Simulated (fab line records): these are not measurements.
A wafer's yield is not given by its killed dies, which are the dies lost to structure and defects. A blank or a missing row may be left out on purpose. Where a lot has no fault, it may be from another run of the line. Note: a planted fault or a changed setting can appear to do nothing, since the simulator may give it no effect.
Code-filled problem report in 8D (eight disciplines) form	flow n5 finfet	the parts of the form that need people (team, actions taken, sign-off) are left out

== 1. PROBLEM STATEMENT ==
Mean of bias w at N5_BEOL_M12_ETCH_59: 175.5 W across 3 wafers in 2 lots; on wafers with no fault it is 150.0 W (standard deviation 0.48). That is +53 standard deviations from the usual mean.
The step: etches BARC in N2/H2, target depth 89 nm, overetch 26.7 nm, time 67.9 s.
The first sign was on wafer L244.6 at day 16 21:13, on rie diel-02. The record holds 33 wafers of 11 lots with a number at this step. By rule, "out" or "out of limits" means more than 4 standard deviations away from the usual mean. The rest of the wafers with a number are treated as sound.

== 2. WHAT IT IS, AND WHAT IT ISN'T ==
question	is	is not
which readings at this step	bias w, rf vpp V	drypump motor current A, oes product au, showerhead plenum p Torr, throttle valve pct
which lots	L244, L246	L223, L225, L226, L228, L229, L233, L235, L240, L241
which wafers of those lots	L244.6, L246.2, L246.4	L244.2, L244.5, L246.6
read on which tools	rie diel-02	rie diel-04, rie diel-05
when	from day 16 21:13	up to then (29 sound wafers); but 1 sound wafer of L246 came after

== 3. WHAT RULES OUT EACH SUSPECT ==
Counting: if a tool at a process step up to the reading ran every lot that is out, it stays a suspect. Sound lots after the first of them don't rule it out here, since some wafers of a struck lot are sound.
- rie diel-02 at N5_BEOL_M12_ETCH_59 (etches BARC in N2/H2, target depth 89 nm, overetch 26.7 nm, time 67.9 s): kept. Ran every lot that is out, first one L244 (day 16 21:13); last sound lot up to then L233 (day 14 05:21). Its own readings are out on those wafers: bias w, rf vpp V.
- rie diel-02, N5_BEOL_M12_ETCH_59: wafers that are out in chamber 0, sound lot-mates in chambers 1, 2.
Left after counting: rie diel-02 at N5_BEOL_M12_ETCH_59.

== 4. THE CAUSE (what the simulator had put in) ==
rie diel-02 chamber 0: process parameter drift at N5_BEOL_M12_ETCH_59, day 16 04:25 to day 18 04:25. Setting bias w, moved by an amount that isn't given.
After counting, this tool was the only one left.

== 5. THE EFFECT CHAIN, in route order ==
Each row: a reading whose mean over the struck wafers that have a number lies more than 3 standard deviations from the usual. Only readings whose record carries a usual standard deviation are examined. hours: median over the lots of the time between each lot's start at the first step of this table that gives one and its start at this step. sigmas: the change, counted in usual standard deviations.
hours	step	reading	usual	on struck wafers	change	sigmas
0	N5_BEOL_M12_ETCH_59	bias w	150.0 W	175.5	+25.5	+53
0	N5_BEOL_M12_ETCH_59	rf vpp V	525 V	583	+58	+18
Process steps it contains:
- N5_BEOL_M12_ETCH_59: etches BARC in N2/H2, target depth 89 nm, overetch 26.7 nm, time 67.9 s.

== 6. WHAT WOULD HAVE CAUGHT IT SOONER ==
In this record the first reading out of limits was taken at day 16 21:13, 17 hours after the fault began at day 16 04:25.
